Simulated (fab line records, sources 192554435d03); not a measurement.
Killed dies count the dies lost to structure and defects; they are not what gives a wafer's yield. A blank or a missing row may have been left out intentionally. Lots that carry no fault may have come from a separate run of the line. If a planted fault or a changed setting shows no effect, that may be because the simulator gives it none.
Matching of chambers | flow n5 finfet | rie diel-05 running N5_BEOL_M0_SAQP_STRIP_75: 4 sister chambers
The step strips in CF4. 4 wafers are shown with their chamber, then 7 later ones without.

== WAFERS WITH THEIR CHAMBER ==
wafer  | chamber | throttle valve pct (%)
L664.4 | 3       | 14.1
L674.6 | 1       | 13.8
L675.1 | 0       | 14.0
L675.4 | 2       | 13.0

== WAFERS WITHOUT THEIR CHAMBER ==
wafer  | throttle valve pct (%)
L675.6 | 13.8
L678.1 | 14.1
L678.2 | 13.9
L678.4 | 13.0
L679.2 | 14.0
L679.4 | 14.1
L679.5 | 13.0

== WHICH CHAMBER EACH ONE RAN IN ==
wafer  | from the rows above     | in truth
L675.6 | 1                       | 1
L678.1 | 3                       | 3
L678.2 | can't be placed: 0 or 1 | 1
L678.4 | 2                       | 2
L679.2 | 0                       | 0
L679.4 | 3                       | 3
L679.5 | 2                       | 2
Placed correctly: 6 of 7. Cannot be placed on the basis of these rows: 1; the candidates contain the true chamber in 1. 0 placed wrongly.
How it was worked out, from the rows above alone: a wafer's distance from a chamber is the root of the sum, over the readings, of the square of ((its reading less the chamber's mean) divided by the reading's scatter). The wafer belongs to the nearest chamber; if the next one is less than 2 further off, it can't be placed. A chamber's mean is the mean of its shown wafers. The scatter: root of mean squared gap, hidden wafer to nearest shown wafer, with one shown wafer a chamber.
